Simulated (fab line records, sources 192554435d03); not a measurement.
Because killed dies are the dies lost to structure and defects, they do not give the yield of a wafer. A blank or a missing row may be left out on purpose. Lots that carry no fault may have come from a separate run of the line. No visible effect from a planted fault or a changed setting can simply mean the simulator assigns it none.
fab line records | flow n5-finfet
[record] lots = 5 wafers = 15 last-day = 18
route steps=1938 shown PMOS_HMC_CHANNEL_EPI@61 BEOL_M4@1111 PASSIVATION@1936
lots with no fault: from the same line, run without faults
start-h: the number of hours between the record's first day and the start of the first shown wafer of the lot | wait-h: hours since the lot's step before | " repeats the value in the row above | L1.1+2: a single row standing in for several wafers | - no value, or no start given | * or withheld: withheld | < > ~ a bound
route shown NAME@n: names a module that has steps shown in the file, with the first one's number in the route | usual: mean/standard deviation of fault-free wafers | same: alike in all rows | chamber/n: place in a boat | sites: readings site by site | _std_site: standard deviation across them | _edge_site: outer sites' mean less inner sites' | radius-mm: how far each site lies from the wafer's centre | mask NAME#n: copy n | behind: the tool/chamber that last shaped the wafer | hold: why the lot was held/for how many hours/how that ended | device: whichever transistor did not switch (one of n, p or np) | end of line: the route-end tests of the same wafers | for a step that has no rows: nothing shown but its recipe | killed: at the first sort, the dies lost to defects and structure; wafer yield is something else | map: a wafer's dies, x killed, . not, _ none there
set.NAME: the run value of the setting; set.NAME@STEP: its run value at that earlier step | model.NAME: the simulator's own value behind a step, which no gauge read
lots seen at some steps along the route; tables by step, rows by wafer
services: the hour from which a tool's chamber was out of use, counted from the record's first day as start-h (under 0 if before that day), plus the number of hours and why
[[steps]]
[step N5_PMOS_HMC_CHANNEL_EPI_SOFTBAKE_04]
[recipe] temp-c = 110 time-s = 60 resist = CAR-ArF-block
[step N5_PMOS_HMC_CHANNEL_EPI_EXPOSE_06]
[recipe] mask-id = PMOS_HMC_BLK na = 1.35 source-shape = conventional sigma-outer = 0.8 polarization = unpolarized target-cd-nm = 240 dose-mj = 41
[step N5_PMOS_HMC_CHANNEL_EPI_PEB_07]
[recipe] peb-temp-c = 110 peb-time-s = 60 resist = CAR-ArF-block
[step N5_PMOS_HMC_CHANNEL_EPI_DEVELOP_08]
[recipe] develop-time-s = 30 developer = TMAH resist = CAR-ArF-block dev-temp-c = 23 rinse-liquid = diw dry = air-spin
[step N5_PMOS_HMC_CHANNEL_EPI_CD_MEAS_09]
[recipe] target-cd-nm = 237.4 landing-energy-ev = 500 detector = se-inlens
[usual] cd-nm = 237.8/1.2
// columns lot.wafer tool chamber start-h wait-h cd-nm
L368.1 cd-sem-02 0 29.40 - 238.0
L368.2 " 0 " " 238.9
L368.6 " 0 " " 239.1
L371.1 cd-sem-01 0 46.98 - 237.8
L371.2 " 0 " " 236.3
L371.5 " 0 " " 236.2
L382.1 cd-sem-03 0 114.38 - 236.9
L382.3 " 0 " " 237.7
L382.5 " 0 " " 236.4
L385.3 cd-sem-02 0 130.85 - 237.7
L385.4 " 0 " " 239.2
L385.6 " 0 " " 239.4
L386.3 cd-sem-02 0 137.38 - 238.9
L386.4 " 0 " " 238.8
L386.5 " 0 " " 237.6
[step N5_PMOS_HMC_CHANNEL_EPI_OVL_MEAS_10]
[recipe] points-per-wafer = 44
[usual] PMOS_HMC_BLK_OVL = 0.4/0.66
// columns lot.wafer tool chamber start-h wait-h PMOS_HMC_BLK_OVL[nm]
L368.1 overlay-02 0 29.43 0.0 -0.2
L368.2 " 0 " " 1.2
L368.6 " 0 " " 0.4
L371.1 overlay-02 0 47.01 0.0 0.9
L371.2 " 0 " " -0.9
L371.5 " 0 " " 0.0
L382.1 overlay-01 0 114.42 0.0 0.2
L382.3 " 0 " " 0.3
L382.5 " 0 " " -0.3
L385.3 overlay-01 0 130.88 0.0 1.6
L385.4 " 0 " " 0.9
L385.6 " 0 " " 0.7
L386.3 overlay-01 0 137.41 0.0 0.4
L386.4 " 0 " " 1.1
L386.5 " 0 " " 0.3
[step N5_PMOS_HMC_CHANNEL_EPI_INSPECT_11]
[recipe] mode = adi inspect-instrument = macro
[usual] raw-defect-count = 2.0/1.4
// columns lot.wafer tool chamber start-h wait-h raw-defect-count
L368.1 defect-inspect-01 - 29.46 0.0 2
L368.2 " - " " 3
L368.6 " - " " 2
L371.1 defect-inspect-02 - 47.04 0.0 4
L371.2 " - " " 1
L371.5 " - " " 2
L382.1 defect-inspect-01 - 114.44 0.0 0
L382.3 " - " " 1
L382.5 " - " " 4
L385.3 defect-inspect-02 - 130.90 0.0 0
L385.4 " - " " 1
L385.6 " - " " 1
L386.3 defect-inspect-02 - 137.43 0.0 2
L386.4 " - " " 2
L386.5 " - " " 1
[step N5_PMOS_HMC_CHANNEL_EPI_DESCUM_14]
[recipe] chemistry = O2 time-s = 7.9 source-power-w = 50 bias-power-w = 20 pressure-mtorr = 20 rf-frequency-hz = 2.712e+07 temp-c = 40 resist = CAR-ArF-block o2-flow-sccm = 225
[usual] drypump-motor-current-A = 5.8/0.4 oes-product-au = 0.76/0.074 rf-vpp-V = 243.3/1.3 showerhead-plenum-p-Torr = 2.10/0.073 throttle-valve-pct = 20.43/0.26
// columns lot.wafer tool chamber start-h wait-h drypump-motor-current-A oes-product-au rf-hours-counter-h rf-vpp-V showerhead-plenum-p-Torr throttle-valve-pct
L368.1 rie-diel-01 0 29.49 0.0 5.4 0.86 39 244.2 2.15 20.72
L368.2 " 3 " " 5.9 0.87 59 244.4 2.23 20.39
L368.6 " 0 " " 5.4 0.86 - 243.8 2.15 20.72
L371.1 rie-diel-06 1 47.36 0.3 5.5 0.70 196 242.1 2.09 20.34
L371.2 " 2 " " 5.2 0.75 148 244.4 2.18 20.58
L371.5 " 0 " " 5.9 0.71 - 243.1 2.09 20.56
L382.1 rie-diel-02 0 114.48 0.0 5.9 0.69 212 241.7 1.97 20.80
L382.3 " 1 " " 5.2 0.78 140 241.7 2.02 20.11
L382.5 " 0 " " 5.9 0.69 - 241.1 1.97 20.80
L385.3 rie-diel-02 2 130.94 0.0 5.8 0.73 176 243.1 2.18 20.56
L385.4 " 3 " " 6.4 0.69 207 241.8 2.08 20.52
L385.6 " 2 " " 5.8 0.73 - 243.6 2.17 20.53
L386.3 rie-diel-01 2 137.83 0.4 5.6 0.73 171 242.6 2.07 20.01
L386.4 " 3 " " 5.9 0.83 92 245.3 2.22 20.45
L386.5 " 3 " " 5.9 0.83 - 245.0 2.22 20.45
[step N5_PMOS_HMC_CHANNEL_EPI_ETCH_32]
[recipe] chemistry = N2/H2 target = BARC stop-on = SiO2 target-depth-a = 858 over-etch-frac = 0.3 time-s = 50.3 ion-energy-ev = 200 mask-material = CAR-ArF-block pressure-mtorr = 30 source-w = 840 bias-w = 150 n2-flow-sccm = 200 h2-flow-sccm = 200
[usual] bias-w = 150.0/0.41 drypump-motor-current-A = 5.8/0.4 oes-product-au = 0.66/0.061 rf-vpp-V = 524.1/2.5 showerhead-plenum-p-Torr = 2.55/0.082 throttle-valve-pct = 17.86/0.2
// columns lot.wafer tool chamber start-h wait-h bias-w drypump-motor-current-A oes-product-au rf-hours-counter-h rf-vpp-V showerhead-plenum-p-Torr throttle-valve-pct
L368.1 rie-diel-01 0 29.53 0.0 149.6 5.4 0.73 39 525.9 2.57 17.87
L368.2 " 3 " " 149.8 5.9 0.75 59 527.3 2.66 17.57
L368.6 " 0 " " 150.5 5.4 0.73 - 526.6 2.57 17.86
L371.1 rie-diel-06 1 47.40 0.0 150.1 5.5 0.60 196 524.6 2.54 17.86
L371.2 " 2 " " 150.1 5.2 0.64 148 527.4 2.66 18.10
L371.5 " 0 " " 149.6 5.9 0.62 - 522.6 2.50 17.94
L382.1 rie-diel-02 0 114.51 0.0 150.5 5.9 0.60 212 520.4 2.40 18.23
L382.3 " 1 " " 150.1 5.2 0.66 140 522.5 2.45 17.64
L382.5 " 0 " " 150.4 5.9 0.61 - 520.7 2.40 18.22
L385.3 rie-diel-02 2 130.97 0.0 150.0 5.8 0.64 176 526.4 2.65 18.07
L385.4 " 3 " " 150.2 6.4 0.58 207 522.1 2.50 17.85
L385.6 " 2 " " 150.6 5.8 0.64 - 528.4 2.65 18.07
L386.3 rie-diel-01 2 137.86 0.0 149.9 5.6 0.64 171 523.0 2.55 17.85
L386.4 " 3 " " 150.6 5.9 0.71 92 526.9 2.65 17.63
L386.5 " 3 " " 149.9 5.9 0.71 - 527.4 2.65 17.62
[step N5_PMOS_HMC_CHANNEL_EPI_HM_OPEN_15]
[recipe] chemistry = CHF3/O2 target = SiO2 mask-material = CAR-ArF-block target-depth-a = 406 CHF3_flow_sccm = 50 O2_flow_sccm = 5 Ar_flow_sccm = 200 time-s = 20.3 pressure-mtorr = 30 source-w = 650 bias-w = 170 ion-energy-ev = 200
[usual] drypump-motor-current-A = 5.8/0.39 oes_ar_750_au = 0.77/0.071 oes_o_777_au = 0.77/0.074 oes-product-au = 0.76/0.075 rf-vpp-V = 521/7 showerhead-plenum-p-Torr = 2.42/0.071 throttle-valve-pct = 18.90/0.25
// columns lot.wafer tool chamber start-h wait-h drypump-motor-current-A oes_ar_750_au oes_o_777_au oes-product-au rf-hours-counter-h rf-vpp-V showerhead-plenum-p-Torr throttle-valve-pct
L368.1 rie-diel-01 0 29.57 0.0 5.4 0.86 0.87 0.86 39 528 2.45 19.08
L368.2 " 3 " " 5.9 0.87 0.89 0.87 59 521 2.54 18.71
L368.6 " 0 " " 5.4 0.86 0.87 0.86 - 529 2.45 19.07
L371.1 rie-diel-06 1 47.44 0.0 5.5 0.70 0.71 0.70 196 531 2.40 18.84
L371.2 " 2 " " 5.2 0.75 0.75 0.74 148 526 2.52 19.15
L371.5 " 0 " " 5.9 0.72 0.74 0.70 - 517 2.38 18.92
L382.1 rie-diel-02 0 114.55 0.0 5.9 0.72 0.71 0.70 212 526 2.30 19.44
L382.3 " 1 " " 5.2 0.79 0.80 0.77 140 509 2.32 18.54
L382.5 " 0 " " 5.9 0.72 0.71 0.70 - 526 2.30 19.45
L385.3 rie-diel-02 2 131.01 0.0 5.8 0.74 0.75 0.73 176 519 2.48 18.90
L385.4 " 3 " " 6.4 0.67 0.68 0.67 207 511 2.38 18.95
L385.6 " 2 " " 5.8 0.74 0.75 0.74 - 518 2.48 18.91
L386.3 rie-diel-01 2 137.90 0.0 5.6 0.75 0.73 0.74 171 519 2.41 18.69
L386.4 " 3 " " 5.9 0.84 0.85 0.84 92 519 2.52 18.77
L386.5 " 3 " " 5.9 0.84 0.85 0.84 - 520 2.52 18.78
[step N5_PMOS_HMC_CHANNEL_EPI_STRIP_33]
[recipe] chemistry = N2/H2 power-w = 500 temp-c = 40 pressure-mtorr = 50 rf-frequency-hz = 6e+07 overash-fraction = 0.3 bias-power-w = 8 h2-frac = 0.5 n2-flow-sccm = 300 h2-flow-sccm = 300
[usual] drypump-motor-current-A = 5.8/0.4 oes-product-au = 0.76/0.076 rf-vpp-V = 54.4/1.6 showerhead-plenum-p-Torr = 3.36/0.1 throttle-valve-pct = 18.95/0.26
[same] overash-fraction = 0.3
// columns lot.wafer tool chamber start-h wait-h drypump-motor-current-A oes-product-au rf-hours-counter-h rf-vpp-V showerhead-plenum-p-Torr throttle-valve-pct
L368.1 rie-diel-01 0 29.62 0.0 5.4 0.87 39 54.0 3.40 18.73
L368.2 " 3 " " 5.9 0.87 59 55.9 3.51 18.54
L368.6 " 0 " " 5.4 0.87 - 53.7 3.39 18.78
L371.1 rie-diel-06 1 47.50 0.0 5.5 0.69 196 55.7 3.35 18.95
L371.2 " 2 " " 5.2 0.75 148 53.5 3.51 19.14
L371.5 " 0 " " 5.9 0.72 - 53.8 3.31 19.44
L382.1 rie-diel-02 0 114.61 0.0 5.9 0.69 212 57.8 3.18 19.15
L382.3 " 1 " " 5.2 0.78 140 54.3 3.24 18.71
L382.5 " 0 " " 5.9 0.70 - 54.7 3.18 19.14
L385.3 rie-diel-02 2 131.07 0.0 5.8 0.74 176 52.7 3.50 19.19
L385.4 " 3 " " 6.4 0.69 207 57.2 3.31 18.89
L385.6 " 2 " " 5.8 0.73 - 55.2 3.50 19.19
L386.3 rie-diel-01 2 137.96 0.0 5.6 0.72 171 55.6 3.36 19.30
L386.4 " 3 " " 5.9 0.84 92 54.0 3.50 18.59
L386.5 " 3 " " 5.9 0.84 - 57.0 3.50 18.61
[step N5_PMOS_HMC_CHANNEL_EPI_STRIP_17]
[recipe] chemistry = SPM time-s = 750 temp-c = 130 h2so4-h2o2-vol-ratio = 4 dry = ipa-marangoni
[step N5_PMOS_HMC_CHANNEL_EPI_ETCH_38]
[recipe] chemistry = CF4 target = SiO2 target-depth-a = 15 ion-energy-ev = 350 pressure-mtorr = 10 icp-w = 800 bias-w = 400 cf4-flow-sccm = 80
[usual] bias-w = 400.1/1.2 drypump-motor-current-A = 5.6/0.35 he-backside-leak-sccm = 2.7/0.31 oes-product-au = 0.995/0.02 throttle-valve-pct = 21.77/0.26
// columns lot.wafer tool chamber start-h wait-h bias-w drypump-motor-current-A he-backside-leak-sccm oes-product-au rf-hours-counter-h throttle-valve-pct
L368.1 rie-si-04 0 29.93 0.0 401.9 5.0 2.5 0.986 16 21.46
L368.2 " 2 " " 401.2 5.4 2.2 1.021 14 21.89
L368.6 " 0 " " 401.7 5.0 2.5 0.980 - 21.47
L371.1 rie-si-06 3 47.80 0.0 400.9 6.3 2.8 0.970 110 21.45
L371.2 " 0 " " 400.8 5.1 2.9 0.981 88 22.20
L371.5 " 0 " " 400.5 5.1 2.8 0.984 - 22.19
L382.1 rie-si-06 3 114.91 0.0 417.9 6.3 2.9 0.969 112 21.44
L382.3 " 1 " " 401.0 5.5 2.5 0.974 6 21.59
L382.5 " 2 " " 399.7 5.3 2.5 0.998 - 21.63
L385.3 rie-si-04 1 131.38 0.0 399.1 5.7 2.7 1.037 57 21.74
L385.4 " 2 " " 398.2 5.4 2.2 1.017 16 21.91
L385.6 " 1 " " 400.2 5.7 2.7 1.041 - 21.74
L386.3 rie-si-01 0 138.26 0.0 398.2 6.2 2.5 0.988 27 22.23
L386.4 " 1 " " 399.3 5.5 2.7 1.007 60 21.61
L386.5 " 0 " " 399.0 6.1 2.5 0.995 - 22.22
[step N5_PMOS_HMC_CHANNEL_EPI_FIN_RECESS_16]
[recipe] chemistry = HBr/Cl2 target = Si mask-material = SiO2 target-depth-a = 540 time-s = 18 pressure-mtorr = 10 icp-w = 800 bias-w = 75 HBr_flow_sccm = 150 Cl2_flow_sccm = 80
[usual] drypump-motor-current-A = 5.6/0.36 he-backside-leak-sccm = 2.68/0.25 oes-product-au = 0.995/0.018 throttle-valve-pct = 35.5/0.3
// columns lot.wafer tool chamber start-h wait-h drypump-motor-current-A he-backside-leak-sccm oes-product-au rf-hours-counter-h throttle-valve-pct
L368.1 rie-si-04 0 29.95 0.0 5.0 2.33 0.988 16 35.3
L368.2 " 2 " " 5.4 2.17 1.019 14 35.6
L368.6 " 0 " " 5.0 2.39 0.989 - 35.3
L371.1 rie-si-06 3 47.82 0.0 6.3 2.88 0.982 110 35.1
L371.2 " 0 " " 5.2 2.95 0.982 88 36.1
L371.5 " 0 " " 5.2 3.05 0.990 - 36.1
L382.1 rie-si-06 3 114.93 0.0 6.3 2.93 0.972 112 35.1
L382.3 " 1 " " 5.5 2.60 0.974 6 35.6
L382.5 " 2 " " 5.3 2.66 0.993 - 35.3
L385.3 rie-si-04 1 131.40 0.0 5.8 2.49 1.038 57 35.4
L385.4 " 2 " " 5.4 2.27 1.015 16 35.6
L385.6 " 1 " " 5.8 2.50 1.039 - 35.4
L386.3 rie-si-01 0 138.28 0.0 6.2 2.50 0.972 27 35.8
L386.4 " 1 " " 5.5 2.79 0.996 60 35.4
L386.5 " 0 " " 6.2 2.43 0.966 - 35.8
[step N5_BEOL_M4_RC_MEAS_101]
[usual] DIBL_N = 36.5/1.8 DIBL_P = 36.5/2.1 IOFF_N = 0.17/0.031 IOFF_P = 0.22/0.036 ION_N = 677/11 ION_P = 463/8 SS_N = 71.6/0.61 SS_P = 73.3/0.63 VT_N = 249/3.1 VT_P = -250/3.3
// columns lot.wafer tool chamber start-h wait-h DIBL_N[mV/V] DIBL_P[mV/V] IOFF_N[nA/um] IOFF_P[nA/um] ION_N[uA/um] ION_P[uA/um] SS_N[mV/dec] SS_P[mV/dec] VT_N[mV] VT_P[mV]
L368.1 prober-01 0 180.59 0.0 35.0 37.0 0.16 0.19 670 455 72.1 73.0 251 -254
L368.2 " 0 " " 34.5 35.9 0.15 0.17 672 451 71.5 73.1 248 -256
L368.6 " 0 " " 34.1 35.2 0.14 0.17 666 450 71.0 73.4 251 -255
L371.1 prober-01 0 201.93 0.0 35.5 35.4 0.14 0.20 675 466 70.5 72.9 250 -250
L371.2 " 0 " " 35.4 34.3 0.14 0.20 667 468 71.3 72.9 249 -248
L371.5 " 0 " " 36.8 37.7 0.18 0.24 687 473 72.2 73.5 247 -247
L382.1 prober-01 0 271.46 0.0 39.1 40.1 0.22 0.27 694 472 72.0 74.2 244 -249
L382.3 " 0 " " 36.1 36.4 0.15 0.20 671 461 71.2 72.8 250 -251
L382.5 " 0 " " 37.0 36.9 0.16 0.21 677 463 71.9 72.8 251 -249
L385.3 prober-02 0 274.69 0.3 35.1 35.4 0.16 0.24 679 476 71.7 71.9 248 -245
L385.4 " 0 " " 36.8 37.8 0.19 0.28 698 484 71.9 73.7 244 -242
L385.6 " 0 " " 38.2 40.1 0.24 0.35 709 494 72.1 73.6 243 -240
L386.3 prober-01 0 306.55 0.3 37.1 39.2 0.17 0.23 672 467 72.3 74.3 251 -252
L386.4 " 0 " " 33.4 34.9 0.12 0.18 671 459 70.6 73.5 251 -253
L386.5 " 0 " " 32.7 33.4 0.10 0.15 654 449 70.1 72.2 256 -256
[step N5_PASSIVATION_PROBE_49]
[usual] defect-limited-yield = 91.4/1.5 killed_at_M0_to_M3 = 35/11 killed_at_M4_up = 16/7 killed-at-contacts = 11/5.3 killed-at-front-end = 37/11 killed-at-other = 3.1/2.8 killed-dies = 102/18 killed-open = 69/15 killed-short = 31/7.8 sort_bin_5_function = 5.1/1.1 sort_bin_6_memory = 3.2/0.69 sort-n-pass = 1078/18 sort-yield-pct = 91.4/1.5
[same] gross-dies = 1180 killed-at-back-side = 0 sort_bin_4_leakage[%] = 0 sort_bin_8_speed[%] = 0
// columns lot.wafer tool chamber start-h wait-h defect-limited-yield[%] killed_at_M0_to_M3 killed_at_M4_up killed-at-contacts killed-at-front-end killed-at-other killed-dies killed-open killed-short sort_bin_5_function[%] sort_bin_6_memory[%] sort-n-pass sort-yield-pct[%]
L368.1 prober-01 - 287.63 0.0 93.1 31 12 6 29 3 81 53 25 3.5 3.3 1099 93.1
L368.2 prober-01 - 287.68 0.1 90.0 51 9 8 45 5 118 75 43 6.6 3.0 1062 90.0
L368.6 prober-01 - 287.88 0.3 93.0 30 12 4 34 3 83 59 23 3.9 2.8 1097 93.0
L371.1 prober-01 - 303.19 0.0 93.0 14 27 10 31 1 83 54 26 4.7 2.0 1097 93.0
L371.2 prober-01 - 303.24 0.1 91.1 23 23 13 41 5 105 72 30 5.5 3.2 1075 91.1
L371.5 prober-01 - 303.39 0.2 92.1 35 17 9 32 0 93 70 22 5.7 2.0 1087 92.1
L385.3 prober-02 - 382.52 0.1 91.2 34 7 20 43 0 104 73 30 5.7 3.1 1076 91.2
L385.4 prober-02 - 382.57 0.2 89.7 36 27 19 40 0 122 85 34 5.3 4.5 1058 89.7
L385.6 prober-02 - 382.67 0.3 90.5 34 27 10 41 0 112 88 17 5.4 3.6 1068 90.5
// killed by level:class
L368.1 BEOL_M0_SAQP:geometric-particle:open=12 BEOL_M0_SAQP:geometric-particle:short=8 MOL_CONTACT_COAG:geometric-particle:open=6 FIN_SAQP:geometric-particle:open=5 FIN_SAQP:geometric-particle:short=5 STI_FIN_REVEAL:geometric-particle:open=4 BEOL_M5:geometric-particle:open=4 DUMMY_GATE:geometric-particle:open=3
L368.2 BEOL_M0_SAQP:geometric-particle:short=12 BEOL_M0_SAQP:geometric-particle:open=11 BEOL_M0:geometric-particle:open=8 MOL_CONTACT_COAG:geometric-particle:open=7 BEOL_M3:geometric-particle:open=7 BEOL_M2:geometric-particle:open=6 FIN_SAQP:geometric-particle:open=5 FIN_SAQP:geometric-particle:short=5
L368.6 BEOL_M2:geometric-particle:open=9 BEOL_M3:geometric-particle:open=8 FIN_SAQP:geometric-particle:short=6 GATE_CUT:geometric-particle:short=6 GATE_CUT:geometric-particle:open=6 DUMMY_GATE:geometric-particle:open=5 BEOL_M0_SAQP:geometric-particle:open=5 BEOL_M6:geometric-particle:open=5
L371.1 MOL_CONTACT_COAG:geometric-particle:open=8 BEOL_M5:geometric-particle:open=7 STI_FIN_REVEAL:geometric-particle:open=6 BEOL_M4:geometric-particle:open=6 GATE_CUT:geometric-particle:short=4 BEOL_M2:geometric-particle:open=4 BEOL_M7:geometric-particle:open=4 STARTING-WAFER:geometric-particle:open=4
L371.2 FIN_SAQP:geometric-particle:open=11 MOL_CONTACT_COAG:geometric-particle:open=11 BEOL_M4:geometric-particle:open=10 BEOL_M0_SAQP:geometric-particle:open=9 STI_FIN_REVEAL:geometric-particle:open=7 STI_FIN_REVEAL:geometric-particle:short=4 BEOL_M3:geometric-particle:short=4 ILD0:geometric-particle:short=3
L371.5 BEOL_M1:geometric-particle:open=15 STI_FIN_REVEAL:geometric-particle:open=11 BEOL_M0_SAQP:geometric-particle:open=10 MOL_CONTACT_COAG:geometric-particle:open=7 BEOL_M4:geometric-particle:open=6 BEOL_M1:geometric-particle:short=5 FIN_SAQP:geometric-particle:open=3 FIN_SAQP:geometric-particle:short=3
L385.3 MOL_CONTACT_COAG:geometric-particle:open=18 STI_FIN_REVEAL:geometric-particle:open=15 BEOL_M0_SAQP:geometric-particle:short=10 BEOL_M3:geometric-particle:open=10 BEOL_M1:geometric-particle:open=7 STI_FIN_REVEAL:geometric-particle:short=4 ILD0:geometric-particle:short=4 GATE_CUT:geometric-particle:open=4
L385.4 BEOL_M4:geometric-particle:open=17 MOL_CONTACT_COAG:geometric-particle:open=15 STI_FIN_REVEAL:geometric-particle:open=13 BEOL_M2:geometric-particle:open=8 BEOL_M3:geometric-particle:open=6 BEOL_M0_SAQP:geometric-particle:open=5 BEOL_M1:geometric-particle:open=5 FIN_SAQP:geometric-particle:open=4
L385.6 STI_FIN_REVEAL:geometric-particle:open=13 BEOL_M4:geometric-particle:open=13 MOL_CONTACT_COAG:geometric-particle:open=9 BEOL_M5:geometric-particle:open=8 DUMMY_GATE:geometric-particle:open=7 BEOL_M0_SAQP:geometric-particle:open=7 BEOL_M2:geometric-particle:open=7 BEOL_M1:geometric-particle:open=7
[[services]]
// columns tool chamber start-h hours kind
rie-diel-01 1 25.15 - clean
rie-diel-01 1 25.15 - consumable-replace:focus-ring
rie-diel-01 1 25.15 31.0 scheduled-down
rie-diel-01 1 25.15 31.0 vent-cycle
rie-diel-02 1 30.25 1.6 repair
rie-diel-02 0 35.62 16.3 repair
rie-si-01 0 37.25 6.4 repair
rie-si-06 - 42.33 0.5 repair
rie-diel-06 3 43.55 - clean
rie-diel-06 3 43.55 - consumable-replace:focus-ring
rie-diel-06 3 43.55 21.8 scheduled-down
rie-diel-06 3 43.55 21.8 vent-cycle
rie-si-04 2 50.96 6.5 repair
rie-si-04 3 71.43 2.1 repair
rie-diel-01 1 107.72 3.6 repair
rie-si-01 0 120.85 14.7 repair
[[key]]
[first-sign] step = N5_PMOS_HMC_CHANNEL_EPI_ETCH_38 reading = bias-w direction = up sigmas = 15 usual = * struck = *
effect none on later readings
met-at N5_PMOS_HMC_CHANNEL_EPI_ETCH_38
struck-wafers L382.1
onset-between 47.80 114.91
[fault] kind = process-parameter-drift tool = rie-si-06 chamber = 3 onset-h = 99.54 steps = N5_PMOS_HMC_CHANNEL_EPI_ETCH_38 channel = bias-w offset = * shape = step end-h = 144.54 acts-in = * stated = *
